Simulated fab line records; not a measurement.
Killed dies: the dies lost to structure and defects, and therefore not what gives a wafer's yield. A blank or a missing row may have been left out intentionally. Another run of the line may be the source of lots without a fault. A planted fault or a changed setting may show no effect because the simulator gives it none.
Split-lot trial / flow n5Finfet / on a route of 1938 steps: 7 lots, 21 wafers read

## SPLIT DETAILS
At N5_FIN_CUT_EXPOSE_05 (exposes mask FIN CUT), the setting doseMj was moved away from the recipe's 45.75 on 5 of the 21 wafers read, by -7.1% to +4.7%. All remaining wafers had this setting at the recipe value.

## FROM THE SPLIT TO THE READING: what the file shows between them, 2 steps
- N5_FIN_CUT_PEB_06: peb time 60 s
- N5_FIN_CUT_DEVELOP_07: develop time 30 s

## THE READING
Shown in nm: cdNm at N5_FIN_CUT_CD_MEAS_08, with target cd 29.1 nm. Typical for fault-free wafers on this fab line: 29.01 nm, with standard deviation 0.22 nm.

wafer=L075.2; tool, chamber at the split=euvScanner-02, 0; doseMj as run=45.75; against the recipe=recipe; cdNm, nm=29.42; against lot-mates on the recipe=-
wafer=L075.5; tool, chamber at the split=euvScanner-02, 0; doseMj as run=45.75; against the recipe=recipe; cdNm, nm=29.40; against lot-mates on the recipe=-
wafer=L075.6; tool, chamber at the split=euvScanner-02, 0; doseMj as run=45.75; against the recipe=recipe; cdNm, nm=29.32; against lot-mates on the recipe=-
wafer=L076.2; tool, chamber at the split=euvScanner-01, 0; doseMj as run=45.75; against the recipe=recipe; cdNm, nm=29.42; against lot-mates on the recipe=-
wafer=L076.5; tool, chamber at the split=euvScanner-01, 0; doseMj as run=45.75; against the recipe=recipe; cdNm, nm=28.73; against lot-mates on the recipe=-
wafer=L076.6; tool, chamber at the split=euvScanner-01, 0; doseMj as run=45.75; against the recipe=recipe; cdNm, nm=29.24; against lot-mates on the recipe=-
wafer=L078.1; tool, chamber at the split=euvScanner-02, 0; doseMj as run=45.75; against the recipe=recipe; cdNm, nm=28.54; against lot-mates on the recipe=-
wafer=L078.3; tool, chamber at the split=euvScanner-02, 0; doseMj as run=47.88; against the recipe=+4.7%; cdNm, nm=30.19; against lot-mates on the recipe=+1.34
wafer=L078.6; tool, chamber at the split=euvScanner-02, 0; doseMj as run=45.75; against the recipe=recipe; cdNm, nm=29.16; against lot-mates on the recipe=-
wafer=L081.1; tool, chamber at the split=euvScanner-01, 0; doseMj as run=45.75; against the recipe=recipe; cdNm, nm=28.68; against lot-mates on the recipe=-
wafer=L081.4; tool, chamber at the split=euvScanner-01, 0; doseMj as run=45.75; against the recipe=recipe; cdNm, nm=28.77; against lot-mates on the recipe=-
wafer=L081.6; tool, chamber at the split=euvScanner-01, 0; doseMj as run=45.75; against the recipe=recipe; cdNm, nm=28.54; against lot-mates on the recipe=-
wafer=L085.1; tool, chamber at the split=euvScanner-02, 0; doseMj as run=42.48; against the recipe=-7.1%; cdNm, nm=27.99; against lot-mates on the recipe=-1.27
wafer=L085.3; tool, chamber at the split=euvScanner-02, 0; doseMj as run=45.75; against the recipe=recipe; cdNm, nm=29.26; against lot-mates on the recipe=-
wafer=L085.6; tool, chamber at the split=euvScanner-02, 0; doseMj as run=42.48; against the recipe=-7.1%; cdNm, nm=28.12; against lot-mates on the recipe=-1.14
wafer=L096.1; tool, chamber at the split=euvScanner-02, 0; doseMj as run=43.61; against the recipe=-4.7%; cdNm, nm=28.37; against lot-mates on the recipe=-0.82
wafer=L096.3; tool, chamber at the split=euvScanner-02, 0; doseMj as run=45.75; against the recipe=recipe; cdNm, nm=29.21; against lot-mates on the recipe=-
wafer=L096.4; tool, chamber at the split=euvScanner-02, 0; doseMj as run=45.75; against the recipe=recipe; cdNm, nm=29.17; against lot-mates on the recipe=-
wafer=L097.2; tool, chamber at the split=euvScanner-01, 0; doseMj as run=47.31; against the recipe=+3.4%; cdNm, nm=29.57; against lot-mates on the recipe=+0.70
wafer=L097.3; tool, chamber at the split=euvScanner-01, 0; doseMj as run=45.75; against the recipe=recipe; cdNm, nm=29.09; against lot-mates on the recipe=-
wafer=L097.6; tool, chamber at the split=euvScanner-01, 0; doseMj as run=45.75; against the recipe=recipe; cdNm, nm=28.64; against lot-mates on the recipe=-

THE FIT
A straight line over all 21 wafers: cdNm changes by +0.157 nm for each +1% of doseMj; r = +0.82; the points scatter about the line by 0.31 nm.
The same after taking each lot's own level away (the mean of its wafers on the recipe; 21 wafers): +0.192 nm for each +1%; r = +0.93; scatter 0.21 nm.
According to that fit, moving doseMj by its largest amount changes the reading by 1.4 nm.
The lots' own levels span 28.663 to 29.380 nm, that is 3.3 times the standard deviation above.
In other words, the slope is changed by the lot-to-lot level; the two fits disagree.
Check: -1.36 nm against its lot-mates is what the line predicts for one of the wafers moved furthest among these (-7.1%) when that wafer is left out of the fit. It came out at -1.27 nm against them.

## OTHER SPLITS ON THESE WAFERS
These wafers also went through other splits before the reading. Each is held against what the fit with the lots' levels taken away leaves over:
other split on the same wafers=N5_WELL_APT_COAT_02 spinRpm; wafers away from the commonest value=4; r with cdNm (lot level and that fit taken away)=+0.01
other split on the same wafers=N5_WELL_APT_PEB_06 pebTempC; wafers away from the commonest value=8; r with cdNm (lot level and that fit taken away)=+0.27
other split on the same wafers=N5_PMOS_HMC_CHANNEL_EPI_HM_DEP_34 timeS; wafers away from the commonest value=3; r with cdNm (lot level and that fit taken away)=-0.09
other split on the same wafers=N5_PMOS_HMC_CHANNEL_EPI_COAT_31 spinRpm; wafers away from the commonest value=7; r with cdNm (lot level and that fit taken away)=+0.25
other split on the same wafers=N5_FIN_SAQP_PEB_14 pebTimeS; wafers away from the commonest value=6; r with cdNm (lot level and that fit taken away)=-0.12
other split on the same wafers=N5_FIN_CUT_COAT_19 spinRpm; wafers away from the commonest value=10; r with cdNm (lot level and that fit taken away)=+0.01

## THE WHOLE CHAIN: every reading that the file lists as answering this split, in the file's order
step=N5_FIN_CUT_CD_MEAS_08; what it does=target cd 29.1 nm; reading=cdNm; change (the file's fit)=+0.199 nm for each +1% of the setting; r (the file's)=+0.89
step=N5_FIN_CUT_ETCH_30; what it does=etches underlayer in N2/H2, target depth 13 nm, time 10.4 s; reading=FIN_CUT.cdOffsetNm (the simulator's own value, which no gauge read); change (the file's fit)=+0.209 nm for each +1% of the setting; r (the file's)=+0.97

## THE FILE'S OWN FIT
cdNm changes by +0.199 nm for each +1% of doseMj, r = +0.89.
